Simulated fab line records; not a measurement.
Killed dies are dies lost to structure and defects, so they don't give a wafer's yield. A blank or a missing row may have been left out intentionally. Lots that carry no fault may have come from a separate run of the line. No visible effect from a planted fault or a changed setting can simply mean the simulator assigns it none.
Matching of chambers | flow n5Finfet | 4 sister chambers for N5_BEOL_M15_DESCUM_15 on rieDiel-02
The step chemistry O2, time 7.9 s. 30 wafers are shown with their chamber, then 12 later ones without.

WAFERS, EACH WITH ITS CHAMBER
wafer  | chamber | showerheadPlenumPTorr (Torr) | throttleValvePct (%) | drypumpMotorCurrentA (A)
L082.1 | 2       | 2.13                         | 20.04                | 5.67
L082.2 | 3       | 2.03                         | 20.45                | 5.46
L082.3 | 0       | 1.98                         | 20.55                | 5.28
L082.4 | 0       | 1.98                         | 20.54                | 5.30
L082.5 | 3       | 2.03                         | 20.45                | 5.44
L082.6 | 2       | 2.13                         | 20.04                | 5.68
L081.1 | 3       | 2.03                         | 20.45                | 5.48
L081.3 | 2       | 2.12                         | 20.04                | 5.67
L081.6 | 3       | 2.03                         | 20.46                | 5.51
L080.1 | 2       | 2.12                         | 20.05                | 5.71
L080.2 | 3       | 2.03                         | 20.45                | 5.50
L080.3 | 0       | 1.98                         | 20.57                | 5.29
L080.4 | 1       | 2.15                         | 20.09                | 5.82
L080.5 | 0       | 1.98                         | 20.57                | 5.30
L080.6 | 1       | 2.15                         | 20.10                | 5.82
L083.1 | 0       | 1.98                         | 20.56                | 5.28
L083.2 | 1       | 2.15                         | 20.10                | 5.82
L083.3 | 2       | 2.12                         | 20.06                | 5.68
L083.4 | 3       | 2.03                         | 20.47                | 5.49
L083.5 | 1       | 2.15                         | 20.10                | 5.80
L083.6 | 2       | 2.12                         | 20.06                | 5.67
L086.2 | 0       | 1.98                         | 20.56                | 5.29
L086.3 | 3       | 2.03                         | 20.47                | 5.48
L086.6 | 0       | 1.98                         | 20.57                | 5.28
L089.1 | 0       | 1.98                         | 20.58                | 5.31
L089.3 | 2       | 2.12                         | 20.08                | 5.67
L089.5 | 0       | 1.98                         | 20.59                | 5.31
L088.1 | 0       | 1.98                         | 20.58                | 5.31
L088.2 | 2       | 2.12                         | 20.08                | 5.70
L088.3 | 1       | 2.15                         | 20.12                | 5.87

SIGNATURES (averages over the wafers above)
reading               | chamber 0 | chamber 1 | chamber 2 | chamber 3 | scatter within a chamber
showerheadPlenumPTorr | 1.9800    | 2.1500    | 2.1225    | 2.0300    | 0.0024
throttleValvePct      | 20.5670   | 20.1020   | 20.0562   | 20.4571   | 0.0139
drypumpMotorCurrentA  | 5.2950    | 5.8260    | 5.6813    | 5.4800    | 0.0189
Rule: for a wafer and a chamber, the distance is found by dividing, reading by reading, the gap between the wafer's reading and the chamber's mean by the reading's scatter, squaring, summing and taking the root. If the next closest chamber is less than 2 further off than the closest, the wafer can't be placed; otherwise it belongs to the closest. How the scatter is found: for the shown wafers, subtract from each reading the mean of its chamber, square and add these, divide the total by (wafers less chambers), then take the root.

WAFERS WHOSE CHAMBER IS MISSING
wafer  | showerheadPlenumPTorr (Torr) | throttleValvePct (%) | drypumpMotorCurrentA (A)
L087.3 | 1.98                         | 20.59                | 5.31
L087.4 | 2.02                         | 20.48                | 5.48
L087.5 | 2.02                         | 20.48                | 5.50
L090.1 | 2.12                         | 20.07                | 5.70
L090.2 | 2.15                         | 20.14                | 5.84
L090.6 | 2.02                         | 20.49                | 5.47
L094.1 | 2.14                         | 20.13                | 5.87
L094.2 | 2.12                         | 20.08                | 5.68
L094.4 | 2.15                         | 20.10                | 5.84
L096.1 | 2.02                         | 20.50                | 5.48
L096.3 | 2.11                         | 20.10                | 5.66
L096.5 | 2.02                         | 20.50                | 5.47

EACH ONE'S CHAMBER
wafer  | from the rows above | in truth
L087.3 | 0                   | 0
L087.4 | 3                   | 3
L087.5 | 3                   | 3
L090.1 | 2                   | 2
L090.2 | 1                   | 1
L090.6 | 3                   | 3
L094.1 | 1                   | 1
L094.2 | 2                   | 2
L094.4 | 1                   | 1
L096.1 | 3                   | 3
L096.3 | 2                   | 2
L096.5 | 3                   | 3
Placed correctly: 12 of 12. Number that these rows cannot place: 0. Number placed wrongly: 0.
